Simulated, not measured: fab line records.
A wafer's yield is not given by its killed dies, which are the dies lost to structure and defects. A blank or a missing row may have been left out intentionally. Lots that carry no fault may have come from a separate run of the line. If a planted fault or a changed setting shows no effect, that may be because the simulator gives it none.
fab line records	flow n5_finfet
record lots=7	wafers=21
route steps=1938 shown BEOL_M14@1742 BEOL_M15@1773 MIM_TOP_LITHO@1843 PASSIVATION@1901
start_h: the number of hours between the record's first day and the start of the first shown wafer of the lot	wait_h: how many hours have passed since the lot's step before this one	" identical to the entry in the row above	L1.1+2: a row that stands for several wafers	- value missing, or start not given	* or withheld: withheld	< > ~ a bound
route shown NAME@n: names a module that has steps shown in the file, with the first one's number in the route	usual: mean and standard deviation over wafers with no fault	same: alike in all rows	chamber/n: place in a boat	sites: per-site readings	_std_site: the standard deviation of these	_edge_site: mean of outer sites minus mean of inner sites	radius_mm: how far each site lies from the wafer's centre	mask NAME#n: copy n	behind: the tool/chamber that last shaped the wafer	hold: cause of the lot's hold/its duration in hours/its outcome	device: names the non-switching transistor (n, p or np)	end of line: tests of these same wafers at the route's end	a step with no rows: only its recipe	killed: count of dies lost to structure and defects at first sort (not the wafer's yield)	map: per-die view of a wafer (x killed, . not killed, _ where there is no die)
set.NAME: the setting the step ran with; set.NAME@STEP: the setting that earlier step ran with	model.NAME: the simulator's own value behind a step, which no gauge read
lots with deliberately changed settings; one table per step, one row per wafer
## steps
# step N5_BEOL_M14_EXPOSE_25
# recipe mask_id=M14	na=0.8	source_shape=annular	sigma_inner=0.5	sigma_outer=0.8	polarization=unpolarized	target_cd_nm=280	dose_mj=26.6
lot.wafer	tool	chamber	start_h	wait_h	mask	set.dose_mj
L077.1+3	krf_scanner-01	0	272.96	-	M14#0	26.6
L077.2	"	0	"	"	M14#0	27.67
L076.2+4+6	krf_scanner-01	0	282.86	-	M14#0	26.6
L080.2+5	krf_scanner-02	0	289.58	-	M14#0	26.6
L080.4	"	0	"	"	M14#0	24.75
L090.3	krf_scanner-01	0	367.84	-	M14#0	28.08
L090.4+6	"	0	"	"	M14#0	26.6
L094.1+3+5	krf_scanner-01	0	392.39	-	M14#0	26.6
L093.1	krf_scanner-02	0	396.17	-	M14#0	26.6
L093.4+5	"	0	"	"	M14#0	25.01
L097.2+3+4	krf_scanner-02	0	403.08	-	M14#0	26.6
# step N5_BEOL_M14_PEB_26
# recipe peb_temp_c=130	peb_time_s=90
# step N5_BEOL_M14_DEVELOP_27
# recipe develop_time_s=45	rinse_liquid=diw	dry=air_spin	dev_temp_c=21
# step N5_BEOL_M14_HARDBAKE_32
# recipe temp_c=130	time_s=120
# step N5_BEOL_M14_CD_MEAS_28
# recipe target_cd_nm=284.4	landing_energy_ev=500	detector=se_inlens
# usual cd_nm=283.4/2
lot.wafer	tool	chamber	start_h	wait_h	set.dose_mj@BEOL_M14_EXPOSE_25	cd_nm
L077.1	cd_sem-01	0	273.14	-	26.6	285.4
L077.2	"	0	"	"	27.67	294.7
L077.3	"	0	"	"	26.6	286.3
L076.2	cd_sem-03	0	283.03	-	26.6	282.7
L076.4	"	0	"	"	26.6	282.0
L076.6	"	0	"	"	26.6	281.4
L080.2	cd_sem-02	0	289.75	-	26.6	284.5
L080.4	"	0	"	"	24.75	272.4
L080.5	"	0	"	"	26.6	285.3
L090.3	cd_sem-02	0	368.01	-	28.08	294.5
L090.4	"	0	"	"	26.6	283.0
L090.6	"	0	"	"	26.6	283.3
L094.1	cd_sem-02	0	392.56	-	26.6	285.8
L094.3	"	0	"	"	26.6	281.5
L094.5	"	0	"	"	26.6	283.9
L093.1	cd_sem-03	0	396.34	-	26.6	278.4
L093.4	"	0	"	"	25.01	271.1
L093.5	"	0	"	"	25.01	275.6
L097.2	cd_sem-01	0	403.25	-	26.6	279.4
L097.3	"	0	"	"	26.6	282.7
L097.4	"	0	"	"	26.6	279.9
# step N5_BEOL_M14_DESCUM_33
# recipe chemistry=O2	time_s=7.9	source_power_w=50	bias_power_w=20	pressure_mtorr=20	rf_frequency_hz=2.712e+07	temp_c=40	o2_flow_sccm=225
lot.wafer	tool	chamber	start_h	wait_h	set.dose_mj@BEOL_M14_EXPOSE_25	model.BEOL_M14.cd_nm
L077.1	rie_diel-06	1	273.22	0.0	26.6	285.2
L077.2	"	0	"	"	27.67	294.8
L077.3	"	2	"	"	26.6	286.4
L076.2	rie_diel-05	0	283.15	0.1	26.6	282.4
L076.4	"	2	"	"	26.6	282
L076.6	"	1	"	"	26.6	281.4
L080.2	rie_diel-04	1	290.02	0.2	26.6	284.6
L080.4	"	3	"	"	24.75	272.8
L080.5	"	1	"	"	26.6	285.2
L090.3	rie_diel-05	1	368.46	0.4	28.08	294
L090.4	"	2	"	"	26.6	283.4
L090.6	"	3	"	"	26.6	283
L094.1	rie_diel-06	1	392.67	0.1	26.6	286
L094.3	"	0	"	"	26.6	281.4
L094.5	"	1	"	"	26.6	284
L093.1	rie_diel-04	2	396.79	0.4	26.6	278.8
L093.4	"	3	"	"	25.01	271.2
L093.5	"	1	"	"	25.01	275.6
L097.2	rie_diel-06	2	403.58	0.3	26.6	279.6
L097.3	"	0	"	"	26.6	282.8
L097.4	"	3	"	"	26.6	279.8
# step N5_BEOL_M14_TRENCH_ETCH_34
# recipe chemistry=C4F8/O2/Ar	target=SiO2	target_depth_a=5566.5	mask_material=SOC	he_inner_torr=15	he_outer_torr=30	time_s=126.9	ion_energy_ev=800	pressure_mtorr=20	source_w=1905	bias_w=2040	Ar_flow_sccm=400	C4F8_flow_sccm=16	O2_flow_sccm=12
lot.wafer	tool	chamber	start_h	wait_h	set.time_s	model.etch.depth_nm
L077.1	rie_diel-06	1	273.68	0.0	126.9	573.3
L077.2	"	0	"	"	126.9	535.6
L077.3	"	2	"	"	126.9	550.1
L076.2	rie_diel-05	0	283.61	0.0	126.9	521.4
L076.4	"	2	"	"	126.9	553.8
L076.6	"	1	"	"	126.9	563
L080.2	rie_diel-04	1	290.47	0.0	126.9	566.3
L080.4	"	3	"	"	115.6	535
L080.5	"	1	"	"	126.9	564.4
L090.3	rie_diel-05	1	368.91	0.0	126.9	562.8
L090.4	"	2	"	"	136.9	607.2
L090.6	"	3	"	"	126.9	578.1
L094.1	rie_diel-06	1	393.13	0.0	146.5	662.8
L094.3	"	0	"	"	126.9	553.7
L094.5	"	1	"	"	146.5	662.9
L093.1	rie_diel-04	2	397.25	0.0	126.9	535
L093.4	"	3	"	"	126.9	587.2
L093.5	"	1	"	"	126.9	561
L097.2	rie_diel-06	2	404.03	0.0	126.9	549.5
L097.3	"	0	"	"	145	631.9
L097.4	"	3	"	"	145	645.6
# step N5_BEOL_M14_STRIP_70
# recipe chemistry=C4F8/O2/Ar	resist=SiARC	rf_frequency_hz=6e+07
# step N5_BEOL_M14_OCD_MEAS_35
# usual trench_depth_nm=559/17
lot.wafer	tool	chamber	start_h	wait_h	set.time_s@BEOL_M14_TRENCH_ETCH_34	trench_depth_nm
L077.1	ocd-01	-	273.83	0.0	126.9	573
L077.2	"	-	"	"	126.9	536
L077.3	"	-	"	"	126.9	550
L076.2	ocd-01	-	283.77	0.0	126.9	521
L076.4	"	-	"	"	126.9	554
L076.6	"	-	"	"	126.9	563
L080.2	ocd-01	-	290.63	0.0	126.9	566
L080.4	"	-	"	"	115.6	535
L080.5	"	-	"	"	126.9	565
L090.3	ocd-02	-	369.07	0.0	126.9	562
L090.4	"	-	"	"	136.9	607
L090.6	"	-	"	"	126.9	578
L094.1	ocd-01	-	393.28	0.0	146.5	662
L094.3	"	-	"	"	126.9	554
L094.5	"	-	"	"	146.5	663
L093.1	ocd-01	-	397.40	0.0	126.9	535
L093.4	"	-	"	"	126.9	587
L093.5	"	-	"	"	126.9	561
L097.2	ocd-01	-	404.19	0.0	126.9	550
L097.3	"	-	"	"	145	633
L097.4	"	-	"	"	145	645
# step N5_BEOL_M14_SPUTTER_45
# recipe material=Cu	target_thk_a=1000	temp_c=-20	bias_v=60	power_w=26000	chamber_pressure_pa=0.13	time_s=16.67
lot.wafer	tool	chamber	start_h	wait_h	set.power_w
L077.1+2	pvd_sputter-01	-	275.90	0.0	22000
L077.3	"	-	"	"	26000
L076.2+4+6	pvd_sputter-02	-	286.68	0.0	26000
L080.2+4+5	pvd_sputter-01	-	295.61	0.0	26000
L090.3+6	pvd_sputter-03	-	372.16	0.0	26000
L090.4	"	-	"	"	28360
L094.1+3	pvd_sputter-02	-	397.29	0.0	26000
L094.5	"	-	"	"	24510
L093.1+4+5	pvd_sputter-02	-	399.61	0.0	26000
L097.2+3+4	pvd_sputter-02	-	413.05	0.0	26000
# step N5_BEOL_M14_ECD_47
# recipe material=Cu	target_thk_a=12480
# step N5_BEOL_M14_ANNEAL_48
# recipe temp_c=225	time_s=90	ambient=N2
# step N5_BEOL_M14_CMP_49
# recipe stop_on=SiO2	t_overpolish_s=5.2	down_force_psi=2	platen_rpm=80	clearing_platen_down_force_psi=2	clearing_platen_rpm=80	post_cmp_clean=cu_alkaline	target_thk_nm=560	clearing_platen_pad_velocity_m_s=1.5917	pad_velocity_m_s=1.5917
lot.wafer	tool	chamber	start_h	wait_h	set.time_s@BEOL_M14_TRENCH_ETCH_34	model.Cu_of_BEOL_M14_ECD_47.thk_nm
L077.1+2	cmp-04	0,1	276.85	0.3	126.9	-
L077.3	"	2	"	"	126.9	552.2
L076.2	cmp-01	0	287.32	0.2	126.9	525.4
L076.4	"	2	"	"	126.9	559.4
L076.6	"	1	"	"	126.9	566
L080.4	cmp-03	1	296.29	0.2	115.6	541.4
L080.2	"	2	"	"	126.9	569
L080.5	"	3	"	"	126.9	567.6
L090.4	cmp-03	1	372.91	0.1	136.9	-
L090.3	"	0	"	"	126.9	569.6
L090.6	"	2	"	"	126.9	580.4
L094.3	cmp-03	0	398.43	0.2	126.9	560.4
L094.1	"	3	"	"	146.5	667
L094.5	"	0	"	"	146.5	-
L093.1	cmp-01	2	400.29	0.3	126.9	542.8
L093.4	"	3	"	"	126.9	592.8
L093.5	"	0	"	"	126.9	565.6
L097.3	cmp-03	0	413.83	0.2	145	639
L097.4	"	2	"	"	145	650.2
L097.2	"	3	"	"	126.9	553.6
# step N5_BEOL_M14_PRE_CLEAN_52
# recipe gas=NH3	time_s=15	temp_c=withheld	rf_power_w=300
# step N5_BEOL_M14_DEP_53
# recipe material=SiCN	target_thk_a=500	temp_c=withheld	precursor=3MS/NH3	pressure_torr=3	rf_w=675	time_s=17.8
# step N5_BEOL_M14_RS_MEAS_54
# recipe thk_meas_gauge=four-point-probe	reads=Cu_of_BEOL_M14_ECD_47+Ta_of_BEOL_M14_SPUTTER_44+TaN_of_BEOL_M14_SPUTTER_43
# usual M14_RS=0.0330/0.001
lot.wafer	tool	chamber	start_h	wait_h	set.time_s@BEOL_M14_TRENCH_ETCH_34	M14_RS[ohm/sq]
L077.1	film_metro-02	-	277.27	0.0	126.9	0.0322
L077.2	"	-	"	"	126.9	0.0345
L077.3	"	-	"	"	126.9	0.0337
L076.2	film_metro-02	-	287.74	0.1	126.9	0.0354
L076.4	"	-	"	"	126.9	0.0333
L076.6	"	-	"	"	126.9	0.0328
L080.2	film_metro-01	-	296.64	0.1	126.9	0.0327
L080.4	"	-	"	"	115.6	0.0345
L080.5	"	-	"	"	126.9	0.0328
L090.3	film_metro-01	-	373.33	0.1	126.9	0.0326
L090.4	"	-	"	"	136.9	0.0302
L090.6	"	-	"	"	126.9	0.0320
L094.1	film_metro-02	-	398.85	0.0	146.5	0.0277
L094.3	"	-	"	"	126.9	0.0331
L094.5	"	-	"	"	146.5	0.0275
L093.1	film_metro-01	-	400.63	0.0	126.9	0.0344
L093.4	"	-	"	"	126.9	0.0314
L093.5	"	-	"	"	126.9	0.0329
L097.2	film_metro-01	-	414.25	0.1	126.9	0.0337
L097.3	"	-	"	"	145	0.0291
L097.4	"	-	"	"	145	0.0286
# step N5_BEOL_M15_ILD_DEP_00
# recipe material=SiO2	target_thk_a=16293	temp_c=400	precursor=TEOS/O2	pressure_torr=6.5	rf_w=900	teos_flow_sccm=161.4	gas=O2	flow_sccm=2650	time_s=346.1
lot.wafer	tool	chamber	start_h	wait_h	set.time_s	model.SiO2_of_BEOL_M15_ILD_DEP_00.thk_nm
L077.1	pecvd-01	2	277.34	0.0	346.1	1632
L077.2	"	1	"	"	346.1	1613
L077.3	"	0	"	"	359.8	1656
L076.2	pecvd-04	1	287.80	0.0	346.1	1624
L076.4	"	2	"	"	346.1	1598
L076.6	"	1	"	"	346.1	1672
L080.2	pecvd-01	1	296.70	0.0	333	1537
L080.4	"	0	"	"	346.1	1614
L080.5	"	1	"	"	346.1	1632
L090.3	pecvd-01	1	373.39	0.0	346.1	1621
L090.4	"	0	"	"	346.1	1645
L090.6	"	2	"	"	316.9	1551
L094.1	pecvd-01	2	398.91	0.0	294.5	1393
L094.3	"	0	"	"	294.5	1397
L094.5	"	0	"	"	346.1	1665
L093.1	pecvd-02	0	400.70	0.0	346.1	1637
L093.4	"	1	"	"	308.1	1445
L093.5	"	1	"	"	346.1	1613
L097.2	pecvd-04	0	414.31	0.0	369.5	1728
L097.3	"	2	"	"	346.1	1601
L097.4	"	1	"	"	346.1	1637
# step N5_BEOL_M15_THK_MEAS_01
# recipe reads=SiO2_of_BEOL_M15_ILD_DEP_00
# usual M15_ILD_THK=1626/24
lot.wafer	tool	chamber	start_h	wait_h	set.time_s@BEOL_M15_ILD_DEP_00	M15_ILD_THK[nm]
L077.1	film_metro-01	-	277.59	0.1	346.1	1633
L077.2	"	-	"	"	346.1	1614
L077.3	"	-	"	"	359.8	1657
L076.2	film_metro-01	-	288.05	0.1	346.1	1624
L076.4	"	-	"	"	346.1	1599
L076.6	"	-	"	"	346.1	1671
L080.2	film_metro-01	-	296.95	0.1	333	1537
L080.4	"	-	"	"	346.1	1613
L080.5	"	-	"	"	346.1	1633
L090.3	film_metro-02	-	373.64	0.1	346.1	1622
L090.4	"	-	"	"	346.1	1645
L090.6	"	-	"	"	316.9	1551
L094.1	film_metro-01	-	399.16	0.1	294.5	1394
L094.3	"	-	"	"	294.5	1397
L094.5	"	-	"	"	346.1	1664
L093.1	film_metro-02	-	401.06	0.2	346.1	1637
L093.4	"	-	"	"	308.1	1446
L093.5	"	-	"	"	346.1	1613
L097.2	film_metro-01	-	414.56	0.1	369.5	1728
L097.3	"	-	"	"	346.1	1600
L097.4	"	-	"	"	346.1	1637
# step N5_BEOL_M15_COAT_58
# recipe resist=BARC	temp_c=205	time_s=60	spin_rpm=1500	resist_thk_nm=89
# step N5_BEOL_M15_COAT_04
# recipe spin_rpm=1704	resist_thk_nm=800
# step N5_BEOL_M15_DESCUM_15
# recipe chemistry=O2	time_s=7.9	source_power_w=50	bias_power_w=20	pressure_mtorr=20	rf_frequency_hz=2.712e+07	temp_c=40	o2_flow_sccm=225
# step N5_BEOL_M15_ETCH_59
# recipe chemistry=N2/H2	target=BARC	target_depth_a=890	overetch_a=267	time_s=67.9	ion_energy_ev=200	pressure_mtorr=30	source_w=840	bias_w=150	n2_flow_sccm=200	h2_flow_sccm=200
# step N5_BEOL_M15_VIA_ETCH_16
# recipe chemistry=C4F8/O2/Ar	target=SiO2	he_inner_torr=15	he_outer_torr=30	target_depth_a=17922	time_s=withheld	ion_energy_ev=800	pressure_mtorr=20	source_w=1905	bias_w=2040	Ar_flow_sccm=400	C4F8_flow_sccm=16	O2_flow_sccm=12	ends=cleared
lot.wafer	tool	chamber	start_h	wait_h	set.time_s@BEOL_M15_ILD_DEP_00	model.etch.depth_nm	model.coat_of_BEOL_M15_COAT_04.thk_nm
L077.1	rie_diel-03	1	278.44	0.0	*	1632	337.8
L077.2	"	2	"	"	*	1613	334
L077.3	"	0	"	"	*	1656	323.4
L076.2	rie_diel-02	2	288.53	0.0	*	1624	332.4
L076.4	"	0	"	"	*	1598	340.2
L076.6	"	3	"	"	*	1672	328.6
L080.2	rie_diel-01	0	297.43	0.0	*	1537	364.6
L080.4	"	2	"	"	*	1614	342.2
L080.5	"	2	"	"	*	1632	336.2
L090.3	rie_diel-03	2	374.25	0.0	*	1621	336.6
L090.4	"	0	"	"	*	1645	330.4
L090.6	"	0	"	"	*	1551	351.2
L094.1	rie_diel-03	1	399.79	0.0	*	1393	398.4
L094.3	"	2	"	"	*	1397	389.2
L094.5	"	0	"	"	*	1665	325.2
L093.1	rie_diel-03	0	401.66	0.0	*	1637	329.8
L093.4	"	2	"	"	*	1445	376
L093.5	"	3	"	"	*	1613	334.4
L097.2	rie_diel-01	1	415.30	0.0	*	1728	310.6
L097.3	"	2	"	"	*	1601	349.2
L097.4	"	3	"	"	*	1637	345
# step N5_MIM_TOP_LITHO_EXPOSE_05
# recipe mask_id=MIM_TOP	na=0.55	source_shape=conventional	sigma_outer=0.8	polarization=unpolarized	target_cd_nm=2000	dose_mj=20.5
lot.wafer	tool	chamber	start_h	wait_h	mask	set.dose_mj
L077.1+2+3	krf_scanner-01	0	289.72	-	MIM_TOP#0	20.5
L076.2+4+6	krf_scanner-02	0	296.61	-	MIM_TOP#0	20.5
L080.2+4+5	krf_scanner-02	0	307.51	-	MIM_TOP#0	20.03
L090.3	krf_scanner-01	0	384.34	-	MIM_TOP#0	21.45
L090.4+6	"	0	"	"	MIM_TOP#0	20.5
L094.1	krf_scanner-01	0	413.24	-	MIM_TOP#0	20.5
L094.3+5	"	0	"	"	MIM_TOP#0	21.22
L093.1+4+5	krf_scanner-01	0	413.35	-	MIM_TOP#0	20.5
L097.2+4	krf_scanner-01	0	425.59	-	MIM_TOP#0	19.2
L097.3	"	0	"	"	MIM_TOP#0	20.5
# step N5_MIM_TOP_LITHO_DEVELOP_07
# recipe develop_time_s=60	rinse_liquid=diw	dry=air_spin	dev_temp_c=21
lot.wafer	tool	chamber	start_h	wait_h	set.develop_time_s
L077.1	litho_track-03	0	-	-	48.11
L077.2+3	"	0	"	"	60
L076.2+4+6	litho_track-05	0	-	-	60
L080.2+5	litho_track-05	0	-	-	60
L080.4	"	0	"	"	71.98
L090.3+4+6	litho_track-02	0	-	-	51.83
L094.1	litho_track-03	0	-	-	60
L094.3+5	"	0	"	"	53.2
L093.1+5	litho_track-03	0	-	-	51.44
L093.4	"	0	"	"	60
L097.2+3+4	litho_track-05	0	-	-	60
# step N5_MIM_TOP_LITHO_HARDBAKE_09
# recipe temp_c=130	time_s=120
# step N5_MIM_TOP_LITHO_CD_MEAS_08
# recipe target_cd_nm=2000	landing_energy_ev=500	detector=se_inlens
# usual cd_nm=1998.9/2.1
lot.wafer	tool	chamber	start_h	wait_h	set.dose_mj@MIM_TOP_LITHO_EXPOSE_05	cd_nm
L077.1	cd_sem-02	0	289.90	-	20.5	2002.2
L077.2	"	0	"	"	20.5	1998.4
L077.3	"	0	"	"	20.5	1999.1
L076.2	cd_sem-03	0	296.79	-	20.5	1997.3
L076.4	"	0	"	"	20.5	1999.7
L076.6	"	0	"	"	20.5	2000.2
L080.2	cd_sem-01	0	307.68	-	20.03	2001.1
L080.4	"	0	"	"	20.03	2002.1
L080.5	"	0	"	"	20.03	2002.2
L090.3	cd_sem-02	0	384.50	-	21.45	1991.7
L090.4	"	0	"	"	20.5	1999.2
L090.6	"	0	"	"	20.5	2000.3
L094.1	cd_sem-01	0	413.42	-	20.5	1998.6
L094.3	"	0	"	"	21.22	1992.2
L094.5	"	0	"	"	21.22	1993.6
L093.1	cd_sem-02	0	413.53	-	20.5	1999.4
L093.4	"	0	"	"	20.5	1997.9
L093.5	"	0	"	"	20.5	1998.7
L097.2	cd_sem-01	0	425.77	-	19.2	2011.4
L097.3	"	0	"	"	20.5	1997.4
L097.4	"	0	"	"	19.2	2008.9
# step N5_MIM_TOP_LITHO_DESCUM_10
# recipe chemistry=O2	time_s=7.9	source_power_w=50	bias_power_w=20	pressure_mtorr=20	rf_frequency_hz=2.712e+07	temp_c=40	o2_flow_sccm=225
lot.wafer	tool	chamber	start_h	wait_h	set.dose_mj@MIM_TOP_LITHO_EXPOSE_05	model.MIM_TOP_LITHO.cd_nm
L077.1	rie_diel-06	0	290.07	0.1	20.5	2002
L077.2	"	1	"	"	20.5	1998
L077.3	"	3	"	"	20.5	1999
L076.2	rie_diel-06	2	296.87	0.0	20.5	1997
L076.4	"	3	"	"	20.5	2000
L076.6	"	3	"	"	20.5	2001
L080.2+4	rie_diel-06	1,3	307.77	0.0	20.03	2002
L080.5	"	1	"	"	20.03	-
L090.3	rie_diel-04	1	384.59	0.0	21.45	1992
L090.4	"	3	"	"	20.5	2000
L090.6	"	0	"	"	20.5	2001
L094.1	rie_diel-04	2	413.82	0.3	20.5	1999
L094.3	"	0	"	"	21.22	1992
L094.5	"	2	"	"	21.22	1993
L093.1	rie_diel-05	0	413.90	0.3	20.5	2000
L093.4	"	1	"	"	20.5	1997
L093.5	"	0	"	"	20.5	1999
L097.2	rie_diel-06	0	425.91	0.1	19.2	2011
L097.3	"	3	"	"	20.5	1998
L097.4	"	2	"	"	19.2	2009
# step N5_PASSIVATION_EXPOSE_27
# recipe mask_id=PAD	na=0.55	source_shape=conventional	sigma_outer=0.8	polarization=unpolarized	defocus_nm=0	dose_mj=32.3
lot.wafer	tool	chamber	start_h	wait_h	mask	set.dose_mj
L077.1+2+3	krf_scanner-01	0	295.66	-	PAD#0	32.3
L076.2+4+6	krf_scanner-01	0	303.57	-	PAD#0	32.3
L080.2+5	krf_scanner-02	0	314.14	-	PAD#0	32.3
L080.4	"	0	"	"	PAD#0	34.67
L090.3+4+6	krf_scanner-02	0	388.82	-	PAD#0	32.3
L093.1+5	krf_scanner-01	0	420.13	-	PAD#0	32.3
L093.4	"	0	"	"	PAD#0	30.86
L094.1+5	krf_scanner-01	0	420.41	-	PAD#0	32.3
L094.3	"	0	"	"	PAD#0	33.72
L097.2+3+4	krf_scanner-01	0	431.00	-	PAD#0	32.3
## key
split step=N5_BEOL_M14_EXPOSE_25	setting=dose_mj	stated=26.6	by=wafer
response step=N5_BEOL_M14_CD_MEAS_28	reading=cd_nm	change=+1.65	per=1%	r=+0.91
response step=N5_BEOL_M14_DESCUM_33	reading=model.BEOL_M14.cd_nm	change=+1.62	per=1%	r=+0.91
split step=N5_BEOL_M14_TRENCH_ETCH_34	setting=time_s	stated=126.9	by=wafer
response step=N5_BEOL_M14_TRENCH_ETCH_34	reading=model.etch.depth_nm	change=+6.03	per=1%	r=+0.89
response step=N5_BEOL_M14_OCD_MEAS_35	reading=trench_depth_nm	change=+6.03	per=1%	r=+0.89
response step=N5_BEOL_M14_CMP_49	reading=model.Cu_of_BEOL_M14_ECD_47.thk_nm	change=+6.01	per=1%	r=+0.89
response step=N5_BEOL_M14_RS_MEAS_54	reading=M14_RS	change=-0.000318	per=1%	r=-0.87
split step=N5_BEOL_M14_SPUTTER_45	setting=power_w	stated=26000	by=wafer
response none clear
split step=N5_BEOL_M15_ILD_DEP_00	setting=time_s	stated=346.1	by=wafer
response step=N5_BEOL_M15_ILD_DEP_00	reading=model.SiO2_of_BEOL_M15_ILD_DEP_00.thk_nm	change=+16.1	per=1%	r=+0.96
response step=N5_BEOL_M15_THK_MEAS_01	reading=M15_ILD_THK	change=+16.1	per=1%	r=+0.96
response step=N5_BEOL_M15_VIA_ETCH_16	reading=model.etch.depth_nm	change=+16.1	per=1%	r=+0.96
response step=N5_BEOL_M15_VIA_ETCH_16	reading=model.coat_of_BEOL_M15_COAT_04.thk_nm	change=-4.18	per=1%	r=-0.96
split step=N5_MIM_TOP_LITHO_EXPOSE_05	setting=dose_mj	stated=20.5	by=wafer
response step=N5_MIM_TOP_LITHO_CD_MEAS_08	reading=cd_nm	change=-1.87	per=1%	r=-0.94
response step=N5_MIM_TOP_LITHO_DESCUM_10	reading=model.MIM_TOP_LITHO.cd_nm	change=-1.88	per=1%	r=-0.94
split step=N5_MIM_TOP_LITHO_DEVELOP_07	setting=develop_time_s	stated=60	by=wafer
response none clear
split step=N5_PASSIVATION_EXPOSE_27	setting=dose_mj	stated=32.3	by=wafer
response none in this file
